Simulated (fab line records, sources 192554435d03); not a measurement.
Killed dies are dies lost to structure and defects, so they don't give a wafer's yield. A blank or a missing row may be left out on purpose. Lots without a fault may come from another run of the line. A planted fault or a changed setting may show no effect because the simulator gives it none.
Chamber matching | flow n5_finfet | N5_BEOL_M5_DEP_56 on pecvd-01: 3 sister chambers
The step deposits SiCN from 3MS/NH3, target thk 8 nm, time 14 s. 18 wafers are shown with their chamber, then 9 later ones without.

WAFERS WITH THEIR CHAMBER
wafer  | chamber | showerhead_plenum_p_Torr (Torr) | throttle_valve_pct (%)
L075.1 | 1       | 3.684                           | 9.1
L075.3 | 2       | 3.665                           | 9.1
L075.5 | 2       | 3.652                           | 9.1
L077.3 | 0       | 3.662                           | 9.1
L077.4 | 0       | 3.657                           | 8.9
L077.6 | 1       | 3.675                           | 9.0
L080.4 | 1       | 3.667                           | 9.0
L080.5 | 2       | 3.666                           | 9.2
L080.6 | 0       | 3.658                           | 9.2
L085.1 | 1       | 3.677                           | 9.0
L085.2 | 0       | 3.664                           | 9.3
L085.3 | 2       | 3.658                           | 9.2
L087.1 | 1       | 3.669                           | 9.0
L087.3 | 2       | 3.658                           | 9.4
L087.5 | 0       | 3.653                           | 9.3
L086.2 | 2       | 3.657                           | 9.3
L086.3 | 1       | 3.677                           | 9.2
L086.4 | 2       | 3.660                           | 9.2

SIGNATURES (means of the wafers above)
reading                  | chamber 0 | chamber 1 | chamber 2 | scatter within a chamber
showerhead_plenum_p_Torr | 3.65880   | 3.67483   | 3.65943   | 0.00519
throttle_valve_pct       | 9.160     | 9.050     | 9.214     | 0.12
Rule: a wafer's distance from a chamber is the root of the sum, over the readings, of the square of ((its reading less the chamber's mean) divided by the reading's scatter). The wafer belongs to the nearest chamber; if the next one is less than 2 further off, it can't be placed. The scatter: the root of (the sum of the squares of (reading less its chamber's mean) over the shown wafers, divided by (wafers less chambers)).

WAFERS WITHOUT THEIR CHAMBER
wafer  | showerhead_plenum_p_Torr (Torr) | throttle_valve_pct (%)
L089.1 | 3.662                           | 9.4
L089.5 | 3.657                           | 9.3
L089.6 | 3.674                           | 9.0
L093.1 | 3.666                           | 9.3
L093.3 | 3.654                           | 9.0
L093.4 | 3.671                           | 8.8
L092.1 | 3.660                           | 9.4
L092.2 | 3.656                           | 9.0
L092.3 | 3.678                           | 9.3

WHICH CHAMBER EACH WENT THROUGH
wafer  | from the rows above          | in truth
L089.1 | can't be placed: 2 or 0      | 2
L089.5 | can't be placed: 2 or 0      | 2
L089.6 | 1                            | 1
L093.1 | can't be placed: 2 or 0 or 1 | 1
L093.3 | can't be placed: 0 or 2      | 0
L093.4 | can't be placed: 1 or 0 or 2 | 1
L092.1 | can't be placed: 2 or 0      | 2
L092.2 | can't be placed: 0 or 2      | 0
L092.3 | can't be placed: 1 or 2 or 0 | 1
Placed correctly: 1 of 9. Can't be placed from these rows: 8 (the true chamber is among the candidates in 8). Placed wrongly: 0.
